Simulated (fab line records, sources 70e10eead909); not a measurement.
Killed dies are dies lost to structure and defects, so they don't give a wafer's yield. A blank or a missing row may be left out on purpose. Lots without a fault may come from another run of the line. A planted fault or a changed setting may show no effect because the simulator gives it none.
A struck lot beside a sound one | flow nand_harc | 39 steps out of a route of 1159
Sound: wafers L870.1, L870.2, L870.5. Struck: wafers L880.4, L880.5, L880.6. The cause comes at the end.
At each step with rows: each side's tool, then ch and its chambers, then its first start. Under that, the readings that differ: sound wafers | struck wafers | difference of the means | sigmas: that difference in standard deviations of wafers without a fault.
alike: readings whose means differ by less than 2 such deviations, and words and numbers that are the same on both sides. not compared: withheld readings, readings that some wafer has no value for, bounds like >300 that may hide the same value, and numbers for which the record gives no deviation and whose values overlap.
The two part at a step that has a row with sigmas, a row that says differs or no value, or rows on one side only. Numbers that don't overlap but have no deviation are shown without sigmas and don't part them. A reading that every wafer of one side lacks parts them only if that side has two wafers or more.

first, 5 steps without rows for these wafers: NHARC_A_STAIRCASE_HARDBAKE_185 (time 140 s); NHARC_A_STAIRCASE_DESCUM_186 (chemistry O2, time 3 s); NHARC_A_STAIRCASE_TRIM_187 (chemistry O2, time 211.2 s); NHARC_A_STAIRCASE_ETCH_188 (etches the open film in C4F8/O2, target depth 100 nm, time 40.5 s); NHARC_A_STAIRCASE_TRIM_189 (chemistry O2, time 211.2 s).
NHARC_A_STAIRCASE_ETCH_190: etches the open film in C4F8/O2, target depth 100 nm, time 40.5 s.
  sound on rie_diel-11 ch 0,1; struck on rie_diel-03 ch 0,3
  alike: oes_product_au, rf_vpp_V
  not compared: rf_hours_counter_h
then, 1 step without rows for these wafers: NHARC_A_STAIRCASE_TRIM_191 (chemistry O2, time 211.2 s).
NHARC_A_STAIRCASE_ETCH_192: etches the open film in C4F8/O2, target depth 100 nm, time 40.5 s.
  sound on rie_diel-11 ch 0,1; struck on rie_diel-03 ch 1,2,3
  alike: oes_product_au, rf_vpp_V
  not compared: rf_hours_counter_h
NHARC_A_STAIRCASE_TRIM_193: chemistry O2, time 211.2 s.
  sound on rie_diel-11 ch 0,1,3; struck on rie_diel-03 ch 0,1
  alike: drypump_motor_current_A, o2_flow_sccm, oes_product_au, rf_vpp_V, showerhead_plenum_p_Torr, throttle_valve_pct
  not compared: rf_hours_counter_h
then, 1 step without rows for these wafers: NHARC_A_STAIRCASE_ETCH_194 (etches the open film in C4F8/O2, target depth 100 nm, time 40.5 s).
NHARC_A_STAIRCASE_TRIM_196: chemistry O2, time 211.2 s.
  sound on rie_diel-02 ch 1,2,3, day 11 16:56; struck on rie_diel-02 ch 0,1,2, day 15 04:06
  alike: drypump_motor_current_A, o2_flow_sccm, oes_product_au, rf_vpp_V, showerhead_plenum_p_Torr, throttle_valve_pct
  not compared: rf_hours_counter_h
then, 20 steps without rows for these wafers: NHARC_A_STAIRCASE_ETCH_197 (etches the open film in C4F8/O2, target depth 100 nm, time 40.5 s); NHARC_A_STAIRCASE_TRIM_198 (chemistry O2, time 211.2 s); NHARC_A_STAIRCASE_ETCH_199 (etches the open film in C4F8/O2, target depth 100 nm, time 40.5 s); NHARC_A_STAIRCASE_TRIM_200 (chemistry O2, time 211.2 s); NHARC_A_STAIRCASE_ETCH_201 (etches the open film in C4F8/O2, target depth 100 nm, time 40.5 s); NHARC_A_STAIRCASE_TRIM_202 (chemistry O2, time 211.2 s); NHARC_A_STAIRCASE_ETCH_203 (etches the open film in C4F8/O2, target depth 100 nm, time 40.5 s); NHARC_A_STAIRCASE_STRIP_205 (strips in O2); NHARC_A_STAIRCASE_STRIP_206 (strips in SPM, time 900 s); NHARC_A_STAIRCASE_PRECLEAN_207 (cleans in SC1); NHARC_A_STAIRCASE_SRD_208; NHARC_A_STAIRCASE_DEHYDRATE_209 (time 120 s); NHARC_A_STAIRCASE_HMDS_210 (time 30 s); NHARC_A_STAIRCASE_COAT_211; NHARC_A_STAIRCASE_SOFTBAKE_212 (time 170 s); NHARC_A_STAIRCASE_EBR_213; NHARC_A_STAIRCASE_EXPOSE_214 (exposes mask STAIR 3); NHARC_A_STAIRCASE_PEB_215 (peb time 130 s); NHARC_A_STAIRCASE_DEVELOP_216 (time 140 s); NHARC_A_STAIRCASE_HARDBAKE_218 (time 140 s).
NHARC_A_STAIRCASE_DESCUM_219: chemistry O2, time 3 s.
  sound on rie_diel-03 ch 0,1, day 11 20:01; struck on rie_diel-02 ch 1,2, day 15 06:35
  reading               | sound             | struck            | difference | sigmas
  oes_product_au (a.u.) | 0.983 0.987 0.977 | 1.005 1.001 1.021 | +0.027     | +2
  alike: drypump_motor_current_A, o2_flow_sccm, rf_vpp_V, showerhead_plenum_p_Torr, throttle_valve_pct
  not compared: rf_hours_counter_h
then, 5 steps without rows for these wafers: NHARC_A_STAIRCASE_TRIM_220 (chemistry O2, time 211.2 s); NHARC_A_STAIRCASE_ETCH_221 (etches the open film in C4F8/O2, target depth 100 nm, time 40.5 s); NHARC_A_STAIRCASE_TRIM_222 (chemistry O2, time 211.2 s); NHARC_A_STAIRCASE_ETCH_223 (etches the open film in C4F8/O2, target depth 100 nm, time 40.5 s); NHARC_A_STAIRCASE_TRIM_224 (chemistry O2, time 211.2 s).
NHARC_A_STAIRCASE_ETCH_225: etches the open film in C4F8/O2, target depth 100 nm, time 40.5 s.
  sound on rie_diel-03 ch 0,1; struck on rie_diel-02 ch 0,3
  alike: oes_product_au, rf_vpp_V
  not compared: rf_hours_counter_h
-- the record jumps here: 8 days lie between the struck wafers' starts before and after (it left off in module A_STAIRCASE and takes up again in module END, whose first step shown is number 1159 of the route) --
NHARC_END_SORT_01:
  the record has rows for the struck wafers here (prober-01 ch 0, day 23 12:48) and none for the sound ones

WHERE THEY PART
First at NHARC_A_STAIRCASE_DESCUM_219; last, within this record, at NHARC_END_SORT_01.

WHY: what the simulator had put in
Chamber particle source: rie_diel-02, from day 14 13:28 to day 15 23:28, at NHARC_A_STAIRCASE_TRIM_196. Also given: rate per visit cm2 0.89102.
